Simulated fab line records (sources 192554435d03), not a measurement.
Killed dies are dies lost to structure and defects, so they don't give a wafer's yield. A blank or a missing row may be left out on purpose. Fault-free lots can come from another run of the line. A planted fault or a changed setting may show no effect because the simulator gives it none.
Which tool was responsible?    flow n5-finfet    29 wafers from 11 lots sampled at 2 of the route's 1938 steps

## WHAT EACH GAUGE READ, for each wafer
N5_BEOL_M11_INSPECT_30: inspects for defects (brightfield). Usual: 393 for raw-defect-count, sd 98.
lot   measured      on                 raw-defect-count  flag
L594  day 10 04:22  defect-inspect-01  255 292 232       
L596  day 11 00:47  defect-inspect-02  418 449 445       
L601  day 12 00:36  defect-inspect-02  344 376 323       
L599  day 12 03:32  defect-inspect-01  585 475           
L600  day 12 03:43  defect-inspect-02  452 483 370       
L604  day 13 10:03  defect-inspect-01  318 441           
L605  day 13 13:31  defect-inspect-02  264 351           
L607  day 14 05:13  defect-inspect-02  325 383           
L611  day 14 17:35  defect-inspect-02  447 324 286       
L613  day 15 10:26  defect-inspect-02  319 329 374       
L612  day 15 10:36  defect-inspect-01  195 308 388       

## EACH LOT AND THE TOOL THAT RAN IT (in order: tool; ch and the chambers of the sampled wafers; start)
lot   N5_BEOL_M11_STRIP_19
L594  rie-diel-05 ch 0,2,3, day 10 03:57
L596  rie-diel-05 ch 0,1,2, day 10 22:32
L601  rie-diel-02 ch 2,3, day 11 23:16
L599  rie-diel-05 ch 0,1, day 12 02:52
L600  rie-diel-05 ch 1,2,3, day 12 02:57
L604  rie-diel-05 ch 1,3, day 13 07:29
L605  rie-diel-02 ch 1,2, day 13 12:05
L607  rie-diel-04 ch 1,3, day 14 04:41
L611  rie-diel-05 ch 2,3, day 14 16:10
L613  rie-diel-05 ch 0,1,2, day 15 08:39
L612  rie-diel-05 ch 0,1,2, day 15 08:59
- N5_BEOL_M11_STRIP_19: strips in O2.

## AS READ BY THE TOOLS THEMSELVES (means over the sampled wafers that have a number; for cases with no such wafer, the mark the record gives instead)
N5_BEOL_M11_STRIP_19. Usual: drypump-motor-current-A 5.7 A, standard deviation 0.41; oes-product-au 0.79 a.u., standard deviation 0.083; rf-vpp-V 3.7 V, standard deviation 0.65; showerhead-plenum-p-Torr 2.10 Torr, standard deviation 0.06; temp-c 40.00 C, standard deviation 0.11; throttle-valve-pct 16.76 %, standard deviation 0.28.
lot   tool         drypump-motor-current-A (A)  oes-product-au (a.u.)  rf-vpp-V (V)  showerhead-plenum-p-Torr (Torr)  temp-c (C)  throttle-valve-pct (%)  flag
L594  rie-diel-05  5.6                          0.77                   3.3           2.12                             40.06       16.89                   
L596  rie-diel-05  5.6                          0.80                   3.5           2.07                             40.13       16.71                   
L601  rie-diel-02  5.9                          0.70                   3.7           2.08                             39.90       17.07                   
L599  rie-diel-05  5.4                          0.79                   4.3           2.05                             39.96       16.68                   
L600  rie-diel-05  5.8                          0.78                   3.8           2.09                             39.96       16.70                   
L604  rie-diel-05  5.9                          0.77                   4.2           2.08                             40.02       16.69                   
L605  rie-diel-02  6.2                          0.84                   3.6           2.16                             40.19       16.79                   
L607  rie-diel-04  5.9                          0.83                   3.6           2.12                             40.06       16.66                   
L611  rie-diel-05  5.9                          0.75                   4.2           2.11                             40.03       16.89                   
L613  rie-diel-05  5.6                          0.76                   3.7           2.06                             39.97       16.75                   
L612  rie-diel-05  5.6                          0.76                   4.4           2.06                             39.97       16.76                   

## THE ANSWER, worked out from the rows above alone
Rule: take the mean of a lot's wafers that have a number; if it is more than 3 standard deviations from the usual mean, the lot is off. Also off: a lot with no number at a reading for which 4 or more lots have one. All remaining lots with rows at the step are treated as sound. First the gauges in route order, then the tools' own readings, where a lot's mean is used as printed above. At the first step where some lot is off, the reading lying furthest off is the one used; lots without a number count as furthest.
Nothing can be told from this: no lot is off at any reading shown.

## WHAT THE SIMULATOR HAD INSERTED
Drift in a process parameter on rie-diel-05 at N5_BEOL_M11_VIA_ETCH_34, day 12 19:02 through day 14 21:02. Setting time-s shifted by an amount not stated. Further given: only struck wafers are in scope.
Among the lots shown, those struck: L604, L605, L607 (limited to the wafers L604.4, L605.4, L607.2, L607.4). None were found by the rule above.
